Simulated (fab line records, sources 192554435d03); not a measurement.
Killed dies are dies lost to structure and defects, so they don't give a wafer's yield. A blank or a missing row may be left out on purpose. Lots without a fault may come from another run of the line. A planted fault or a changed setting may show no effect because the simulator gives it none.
Tool commonality check | flow n5_finfet | 10 lots, 29 wafers sampled

WHY IT WAS OPENED
At N5_BEOL_M9_OCD_MEAS_38 the reading trench_depth_nm is flagged on 3 of 10 lots. Wafers without a fault read 150.8 nm, standard deviation 2.3.
Rule: a lot is flagged when every wafer of it that has a number lies more than 4 standard deviations from that mean, or none has a number. The other lots count as sound.

lot  | measured     | on     | trench_depth_nm (nm), wafer by wafer | flag
L834 | day 10 02:47 | ocd-02 | 150.8 149.7 148.5                    |
L838 | day 10 12:22 | ocd-02 | 150.4 148.6 151.0                    |
L841 | day 11 01:25 | ocd-02 | 151.6 155.4 154.6                    |
L846 | day 13 05:32 | ocd-02 | 153.6 153.5 153.9                    |
L850 | day 13 21:17 | ocd-02 | 0.3 0 0                              | FLAGGED
L853 | day 14 06:41 | ocd-02 | 0 0.4 0                              | FLAGGED
L852 | day 14 13:13 | ocd-01 | 0.5 0.4 0                            | FLAGGED
L855 | day 14 22:13 | ocd-02 | 151.8 152.8 151.8                    |
L856 | day 15 01:10 | ocd-01 | 147.9 150.7                          |
L857 | day 15 08:37 | ocd-02 | 150.5 153.0 151.1                    |
The numbers of the flagged lots are 0.2 nm on average: -150.6 nm against the usual, or -65 standard deviations.

WHICH TOOL RAN EACH LOT
The record holds 2 process steps before the reading, out of a route of 1938 steps. In each cell: the tool, then ch and the chambers that the sampled wafers went through, then the start.
lot  | flag    | N5_BEOL_M9_HM_OPEN_17             | N5_BEOL_M9_TRENCH_ETCH_37
L834 |         | rie_metal-03 ch 0,1, day 9 23:48  | rie_diel-06 ch 1,2,3, day 10 02:37
L838 |         | rie_metal-02 ch 0, day 10 11:13   | rie_diel-04 ch 0,1,2, day 10 12:12
L841 |         | rie_metal-01 ch 0, day 10 23:35   | rie_diel-02 ch 0,1, day 11 01:14
L846 |         | rie_metal-01 ch 0,1, day 13 01:22 | rie_diel-02 ch 0,1,3, day 13 05:22
L850 | FLAGGED | rie_metal-01 ch 0,1, day 13 17:18 | rie_diel-02 ch 0,1, day 13 21:07
L853 | FLAGGED | rie_metal-02 ch 0,1, day 14 05:22 | rie_diel-04 ch 0,3, day 14 06:31
L852 | FLAGGED | rie_metal-03 ch 0,1, day 14 11:56 | rie_diel-02 ch 2,3, day 14 13:03
L855 |         | rie_metal-03 ch 0,1, day 14 20:17 | rie_diel-04 ch 0,2, day 14 22:03
L856 |         | rie_metal-01 ch 0, day 14 23:56   | rie_diel-02 ch 2,3, day 15 00:59
L857 |         | rie_metal-03 ch 0,1, day 15 04:49 | rie_diel-02 ch 1,3, day 15 08:26
What these steps do:
- N5_BEOL_M9_HM_OPEN_17: chemistry Cl2/BCl3, target TiN, target depth 20 nm, overetch 6 nm.
- N5_BEOL_M9_TRENCH_ETCH_37: etches SiCOH lowk in C4F6/O2, target depth 151.43 nm, time 49 s.
- N5_BEOL_M9_OCD_MEAS_38

FLAGGED OVER TOTAL, TOOL BY TOOL (the gauges that took the reading come last)
step                      | tool         | lots run | flagged | share of the flagged lots | sound lots run after its first flagged lot
N5_BEOL_M9_HM_OPEN_17     | rie_metal-01 | 4        | 1       | some                      | 1 (L856)
N5_BEOL_M9_HM_OPEN_17     | rie_metal-02 | 2        | 1       | some                      | 0
N5_BEOL_M9_HM_OPEN_17     | rie_metal-03 | 4        | 1       | some                      | 2 (L855,L857)
N5_BEOL_M9_TRENCH_ETCH_37 | rie_diel-02  | 6        | 2       | some                      | 2 (L856,L857)
N5_BEOL_M9_TRENCH_ETCH_37 | rie_diel-04  | 3        | 1       | some                      | 1 (L855)
N5_BEOL_M9_TRENCH_ETCH_37 | rie_diel-06  | 1        | 0       | none                      | -
N5_BEOL_M9_OCD_MEAS_38    | ocd-01       | 2        | 1       | some                      | 1 (L856)
N5_BEOL_M9_OCD_MEAS_38    | ocd-02       | 8        | 2       | some                      | 2 (L855,L857)

WHAT THE TABLE ALLOWS
No row of the table ran every flagged lot.

WHAT THE SIMULATOR HAD PUT IN
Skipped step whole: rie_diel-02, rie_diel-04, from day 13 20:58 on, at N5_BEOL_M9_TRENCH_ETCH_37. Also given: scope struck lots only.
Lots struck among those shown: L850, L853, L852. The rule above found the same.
